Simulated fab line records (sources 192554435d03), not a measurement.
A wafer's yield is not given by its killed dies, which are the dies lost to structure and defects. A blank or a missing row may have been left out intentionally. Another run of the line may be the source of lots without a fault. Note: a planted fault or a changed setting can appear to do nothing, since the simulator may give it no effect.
Split-lot trial | flow n5_finfet | on a route of 1938 steps: 7 lots, 21 wafers read

## SPLIT DETAILS
At N5_MIM_BOT_ETCH_ETCH_04 (etches SiNx in CF4/O2, target depth 26 nm, time 13 s), the setting time_s was moved away from the recipe's 13 s on 7 of the 21 wafers read, by -17.8% to -7.4%. All remaining wafers had this setting at the recipe value.

The split's own step is where the reading is taken.

## THE READING
etch.depth_nm (the simulator's own value, which no gauge read), in nm, at N5_MIM_BOT_ETCH_ETCH_04 (etches SiNx in CF4/O2, target depth 26 nm, time 13 s). There is no usual value for it anywhere in the file. Average 26.05 nm, standard deviation 0.2 nm, over the 14 wafers here run with the recipe.

wafer  | tool, chamber at the split | time_s as run, s | against the recipe | etch.depth_nm, nm | against lot-mates on the recipe
L076.2 | rie_diel-03, 2             | 13               | recipe             | 26.44             | -
L076.4 | rie_diel-03, 1             | 10.69            | -17.8%             | 21.29             | -5.15
L076.6 | rie_diel-03, 2             | 10.69            | -17.8%             | 21.59             | -4.85
L081.2 | rie_diel-05, 1             | 13               | recipe             | 25.93             | -
L081.3 | rie_diel-05, 2             | 13               | recipe             | 26.14             | -
L081.5 | rie_diel-05, 2             | 13               | recipe             | 26.15             | -
L083.2 | rie_diel-05, 2             | 13               | recipe             | 26.08             | -
L083.5 | rie_diel-05, 1             | 13               | recipe             | 25.9              | -
L083.6 | rie_diel-05, 2             | 13               | recipe             | 26.06             | -
L084.1 | rie_diel-05, 1             | 11.24            | -13.5%             | 22.31             | -3.72
L084.2 | rie_diel-05, 2             | 13               | recipe             | 26.03             | -
L084.5 | rie_diel-05, 2             | 13               | recipe             | 26.03             | -
L087.1 | rie_diel-05, 0             | 13               | recipe             | 25.77             | -
L087.4 | rie_diel-05, 2             | 11.61            | -10.7%             | 23.53             | -2.19
L087.6 | rie_diel-05, 0             | 13               | recipe             | 25.67             | -
L097.2 | rie_diel-04, 2             | 12.04            | -7.4%              | 24.19             | no lot-mate on the recipe
L097.4 | rie_diel-04, 1             | 12.04            | -7.4%              | 24.12             | no lot-mate on the recipe
L097.6 | rie_diel-04, 1             | 12.04            | -7.4%              | 24.31             | no lot-mate on the recipe
L096.1 | rie_diel-05, 3             | 13               | recipe             | 26.36             | -
L096.5 | rie_diel-05, 3             | 13               | recipe             | 26.19             | -
L096.6 | rie_diel-05, 1             | 13               | recipe             | 25.92             | -

FIT RESULTS
A straight line over all 21 wafers: etch.depth_nm changes by +0.259 nm for each +1% of time_s; r = +0.99; the points scatter about the line by 0.2 nm.
The same after taking each lot's own level away (the mean of its wafers on the recipe; 18 wafers): +0.272 nm for each +1%; r = +0.99; scatter 0.22 nm.
On that fit, the largest move of time_s shifts the reading by 4.8 nm.
Across the lots, their own levels run from 25.720 to 26.440 nm, a range of 3.6 times the standard deviation given above.
So the lot-to-lot level changes the slope little: the two slopes agree.
Check: for one of the wafers moved furthest among these (-17.8%), held out of the fit, the line's prediction against its lot-mates is -4.64 nm. Against them it came out at -5.15 nm.

## FURTHER SPLITS ON THESE WAFERS
Other splits were also applied to these wafers ahead of the reading. Each is held against what the fit with the lots' levels taken away leaves over:
other split on the same wafers        | wafers away from the commonest value | r with etch.depth_nm (lot level and that fit taken away)
N5_BEOL_M12_ETCH_68 time_s            | 8                                    | +0.11
N5_BEOL_M12_TRENCH_ETCH_34 time_s     | 7                                    | +0.10
N5_BEOL_M13_DEP_53 time_s             | 7                                    | +0.32
N5_BEOL_M14_ILD_DEP_00 time_s         | 7                                    | +0.01
N5_BEOL_M15_EXPOSE_25 dose_mj         | 5                                    | -0.25
N5_BEOL_M15_DEVELOP_27 develop_time_s | 4                                    | -0.84

## FILE'S OWN FIT
etch.depth_nm changes by +0.265 nm for each +1% of time_s, r = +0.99.
